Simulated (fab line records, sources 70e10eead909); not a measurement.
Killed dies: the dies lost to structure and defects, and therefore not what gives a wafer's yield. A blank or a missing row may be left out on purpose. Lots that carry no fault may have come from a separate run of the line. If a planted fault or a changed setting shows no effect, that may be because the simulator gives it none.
Matching of chambers -- flow nand harc -- 4 sister chambers for NHARC_P_BONDPAD_CMP_19 on cmp-02
The step polishes, t overpolish 30 s, cu recess touch 16 s, target thk 160.81 nm. 15 wafers are shown with their chamber, then 7 later ones without.

## WAFERS WITH THEIR CHAMBER
wafer,chamber,motor current A (A),edge zone pressure frac,overpolish run s (s)
L850.3,3,10.2,1.005,29.994
L850.4,2,14.6,0.990,30.020
L850.6,3,10.4,1.001,29.983
L857.1,1,12.8,1.009,29.999
L857.4,2,15.2,1.006,29.987
L857.6,1,12.5,1.005,29.982
L860.1,3,10.5,0.998,29.991
L860.4,2,15.1,1.005,30.000
L860.6,3,10.8,0.993,30.019
L861.1,3,10.7,0.994,29.998
L861.3,2,14.7,1.009,30.004
L861.4,0,14.2,1.007,29.992
L862.2,3,10.7,1.002,29.985
L862.5,2,15.5,1.003,30.012
L862.6,1,12.9,0.999,29.993

SIGNATURES (means of the wafers above)
reading,chamber 0,chamber 1,chamber 2,chamber 3,scatter within a chamber
motor current A,14.200,12.733,15.020,10.550,0.284
edge zone pressure frac,1.00700,1.00433,1.00260,0.99883,0.00587
overpolish run s,29.99200,29.99133,30.00460,29.99500,0.0121
Rule: a wafer lies at a distance from a chamber equal to the root of the sum of squares, over the readings, of (its reading less the chamber's mean, divided by the reading's scatter). The wafer belongs to the nearest chamber; if the next one is less than 2 further off, it can't be placed. The scatter: the root of (the sum of the squares of (reading less its chamber's mean) over the shown wafers, divided by (wafers less chambers)).

## WAFERS WITH NO CHAMBER GIVEN
wafer,motor current A (A),edge zone pressure frac,overpolish run s (s)
L868.1,14.7,1.004,29.997
L868.5,15.3,1.001,29.999
L871.1,10.5,1.006,30.008
L871.6,12.5,1.000,29.994
L873.2,15.3,1.000,29.995
L873.4,10.6,1.000,30.007
L873.6,10.9,1.003,30.020

## WHICH CHAMBER EACH ONE RAN IN
wafer,from the rows above,in truth
L868.1,can't be placed: 2 or 0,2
L868.5,2,2
L871.1,3,3
L871.6,1,1
L873.2,2,2
L873.4,3,3
L873.6,3,3
Correctly placed: 6 of 7. Unplaceable from these rows: 1, with the true chamber sitting among the candidates in 1. 0 placed wrongly.
